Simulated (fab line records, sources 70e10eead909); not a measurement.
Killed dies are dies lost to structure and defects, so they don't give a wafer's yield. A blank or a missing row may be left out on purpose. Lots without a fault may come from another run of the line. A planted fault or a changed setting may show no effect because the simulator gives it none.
Which tool did it? | flow nand_harc | 12 lots, 36 wafers sampled, at 5 steps of a route of 1302

WHAT THE GAUGES READ, wafer by wafer
NHARC_END_SORT_01.
lot  | measured     | on        | killed_at_array | killed_at_other | killed_at_periphery | killed_dies | killed_open | killed_short
L813 | day 27 05:45 | prober-01 | 104 76 97       | 0 0 0           | 4 2 1               | 108 78 98   | 2 2 3       | 0 1 6

WHICH TOOL RAN EACH LOT (tool, then ch and the chambers of the sampled wafers, then the start)
lot  | NHARC_A_WL_FILL_RTA_01           | NHARC_A_WL_FILL_ETCHBACK_05       | NHARC_A_WL_FILL_CVD_20                   | NHARC_A_CONTACT_DEP_24
L808 | rtp_anneal-02 ch 0, day 21 01:18 | rie_metal-02 ch 0,1, day 21 02:32 | cvd_w-01 ch 0,1, day 21 19:01 or earlier | pecvd-02 ch 1,2, day 21 19:01
L809 | rtp_anneal-01 ch 0, day 21 09:20 | rie_metal-03 ch 0,1, day 21 10:34 | cvd_w-02 ch 0,1, day 22 03:11 or earlier | pecvd-03 ch 1,2, day 22 03:11
L811 | rtp_anneal-01 ch 0, day 21 22:01 | rie_metal-03 ch 1, day 21 23:16   | cvd_w-01 ch 0,1, day 22 15:32 or earlier | pecvd-01 ch 0,1,2, day 22 15:32
L813 | rtp_anneal-02 ch 0, day 23 04:53 | rie_metal-02 ch 0,1, day 23 06:05 | cvd_w-02 ch 0,1, day 23 21:43 or earlier | pecvd-01 ch 0,1,2, day 23 21:43
L814 | rtp_anneal-01 ch 0, day 23 12:00 | rie_metal-01 ch 0,1, day 23 13:16 | cvd_w-02 ch 0,1, day 24 05:39 or earlier | pecvd-02 ch 0,1, day 24 05:39
L815 | rtp_anneal-01 ch 0, day 24 08:14 | rie_metal-02 ch 0,1, day 24 09:31 | cvd_w-02 ch 0,1, day 25 03:43 or earlier | pecvd-03 ch 0,1,2, day 25 03:43
L817 | rtp_anneal-01 ch 0, day 24 15:59 | rie_metal-03 ch 0,1, day 24 17:16 | cvd_w-01 ch 0,1, day 25 09:46 or earlier | pecvd-01 ch 0,1,2, day 25 09:46
L818 | rtp_anneal-01 ch 0, day 25 10:13 | rie_metal-02 ch 0,1, day 25 11:30 | cvd_w-01 ch 0,1, day 26 14:26 or earlier | pecvd-02 ch 1,2, day 26 14:26
L821 | rtp_anneal-02 ch 0, day 26 02:59 | rie_metal-02 ch 0,1, day 26 04:14 | cvd_w-02 ch 0,1, day 26 21:03 or earlier | pecvd-02 ch 0,2, day 26 21:03
L823 | rtp_anneal-02 ch 0, day 26 14:13 | rie_metal-02 ch 0,1, day 26 15:28 | cvd_w-01 ch 0,1, day 27 08:47 or earlier | pecvd-02 ch 0,2, day 27 08:47
L826 | rtp_anneal-02 ch 0, day 27 10:30 | rie_metal-03 ch 0,1, day 27 11:50 | cvd_w-01 ch 0,1, day 28 06:22 or earlier | pecvd-03 ch 0,1, day 28 06:22
L830 | rtp_anneal-01 ch 0, day 29 14:28 | rie_metal-03 ch 0,1, day 29 15:42 | cvd_w-01 ch 0,1, day 30 08:58 or earlier | pecvd-01 ch 1,2, day 30 08:58
- NHARC_A_WL_FILL_RTA_01: time 5 s.
- NHARC_A_WL_FILL_ETCHBACK_05: etches the open film in Cl2/BCl3, target depth 22 nm, time 60 s.
- NHARC_A_WL_FILL_CVD_20: deposits W, target thk 100 nm, time 74 s.
- NHARC_A_CONTACT_DEP_24: deposits SiO2, target thk 500 nm.

WHAT THE TOOLS THEMSELVES READ (means of the sampled wafers that have a number; where no wafer has one, the mark that the record gives instead)
NHARC_A_WL_FILL_RTA_01.
lot  | tool          | lamp_power_pct (%) | lamp_zone_5_pct (%) | wafer_temp_C_max
L808 | rtp_anneal-02 | 28.7               | 28.7                | 1004.7
L809 | rtp_anneal-01 | 27.8               | 27.8                | 1007.3
L811 | rtp_anneal-01 | 27.8               | 27.8                | 1008.2
L813 | rtp_anneal-02 | 28.7               | 28.7                | 1004.7
L814 | rtp_anneal-01 | 27.8               | 27.9                | 1008.4
L815 | rtp_anneal-01 | 27.8               | 27.8                | 1005.9
L817 | rtp_anneal-01 | 27.8               | 27.8                | 1008.0
L818 | rtp_anneal-01 | 27.8               | 27.8                | 1008.4
L821 | rtp_anneal-02 | 28.8               | 28.7                | 1004.2
L823 | rtp_anneal-02 | 28.7               | 28.7                | 1004.5
L826 | rtp_anneal-02 | 28.7               | 28.7                | 1003.8
L830 | rtp_anneal-01 | 27.9               | 27.8                | 1007.4

NHARC_A_WL_FILL_ETCHBACK_05.
lot  | tool         | chamber_pressure_mTorr (mTorr) | drypump_motor_current_A (A) | oes_product_au (a.u.)
L808 | rie_metal-02 | 10.006                         | 5.7                         | 1.005
L809 | rie_metal-03 | 9.993                          | 5.6                         | 1.002
L811 | rie_metal-03 | 9.990                          | 5.1                         | 0.992
L813 | rie_metal-02 | 9.992                          | 6.1                         | 1.012
L814 | rie_metal-01 | 10.003                         | 5.9                         | 0.997
L815 | rie_metal-02 | 9.997                          | 6.1                         | 1.012
L817 | rie_metal-03 | 9.995                          | 5.6                         | 1.002
L818 | rie_metal-02 | 9.987                          | 5.7                         | 1.012
L821 | rie_metal-02 | 10.000                         | 5.7                         | 1.008
L823 | rie_metal-02 | 9.997                          | 5.7                         | 1.005
L826 | rie_metal-03 | 9.993                          | 5.6                         | 0.999
L830 | rie_metal-03 | 10.000                         | 5.6                         | 1.001

NHARC_A_WL_FILL_CVD_20.
lot  | tool     | heater_power_w (W) | mfc_ar_sccm (sccm) | throttle_valve_pct (%)
L808 | cvd_w-01 | 926                | 1559               | 7.74
L809 | cvd_w-02 | 819                | 1559               | 7.92
L811 | cvd_w-01 | 926                | 1563               | 7.89
L813 | cvd_w-02 | 789                | 1562               | 8.06
L814 | cvd_w-02 | 825                | 1558               | 8.03
L815 | cvd_w-02 | 792                | 1553               | 8.04
L817 | cvd_w-01 | 896                | 1557               | 7.70
L818 | cvd_w-01 | 894                | 1559               | 7.64
L821 | cvd_w-02 | 814                | 1562               | 7.91
L823 | cvd_w-01 | 879                | 1561               | 7.63
L826 | cvd_w-01 | 903                | 1557               | 7.72
L830 | cvd_w-01 | 900                | 1559               | 7.82

NHARC_A_CONTACT_DEP_24.
lot  | tool     | heater_power_w (W) | rf_fwd_power_W (W) | showerhead_vpp_V (V) | throttle_valve_pct (%)
L808 | pecvd-02 | 617                | 899.0              | 1956                 | 16.9
L809 | pecvd-03 | 488                | 897.1              | 1843                 | 16.2
L811 | pecvd-01 | 524                | 895.1              | 1872                 | 16.0
L813 | pecvd-01 | 519                | 896.5              | 1869                 | 15.9
L814 | pecvd-02 | 617                | 897.0              | 1955                 | 15.9
L815 | pecvd-03 | 552                | 900.3              | 1864                 | 15.6
L817 | pecvd-01 | 547                | 897.6              | 1853                 | 16.1
L818 | pecvd-02 | 612                | 897.2              | 1951                 | 16.5
L821 | pecvd-02 | 550                | 897.6              | 1848                 | 15.9
L823 | pecvd-02 | 518                | 1138.7             | 2054                 | 16.2
L826 | pecvd-03 | 492                | 901.8              | 1887                 | 15.3
L830 | pecvd-01 | 547                | 896.4              | 1897                 | 16.4

THE ANSWER, worked out from the rows above alone
Rule: what is usual is taken from the lots themselves. Put in order of their means at a reading, lots are off if they are a third of the lots or fewer, leave a main group of 4 or more, and stand apart from it by a gap of 3 or more times the standard deviation of the main group's means; of several such gaps the widest counts. A main group whose means are all the same, to the digits that the tables above print for the reading, isn't used. A lot without any number at a reading at which 4 lots or more have one is off too. The other lots that the step has rows for count as sound. The gauges are gone through in route order, then the tools' own readings, and for those a lot's mean is taken as printed above. The first step at which some lot is off is used, and at that step the reading that is off furthest; a lot without a number counts as furthest.
Off: L823, at NHARC_A_CONTACT_DEP_24 (rf_fwd_power_W). The main group: mean 897.8 W, standard deviation 1.8.
A tool fits if, at that step or a process step before it, it ran every lot that is off, and no sound lot after the first of them. NHARC_A_WL_FILL_CVD_20 gives no start for some lots, so the hours and the order of its lots are those of NHARC_A_CONTACT_DEP_24. Can't be told from this: 2 tools fit, rie_metal-02 at NHARC_A_WL_FILL_ETCHBACK_05, pecvd-02 at NHARC_A_CONTACT_DEP_24.

WHAT THE SIMULATOR HAD PUT IN
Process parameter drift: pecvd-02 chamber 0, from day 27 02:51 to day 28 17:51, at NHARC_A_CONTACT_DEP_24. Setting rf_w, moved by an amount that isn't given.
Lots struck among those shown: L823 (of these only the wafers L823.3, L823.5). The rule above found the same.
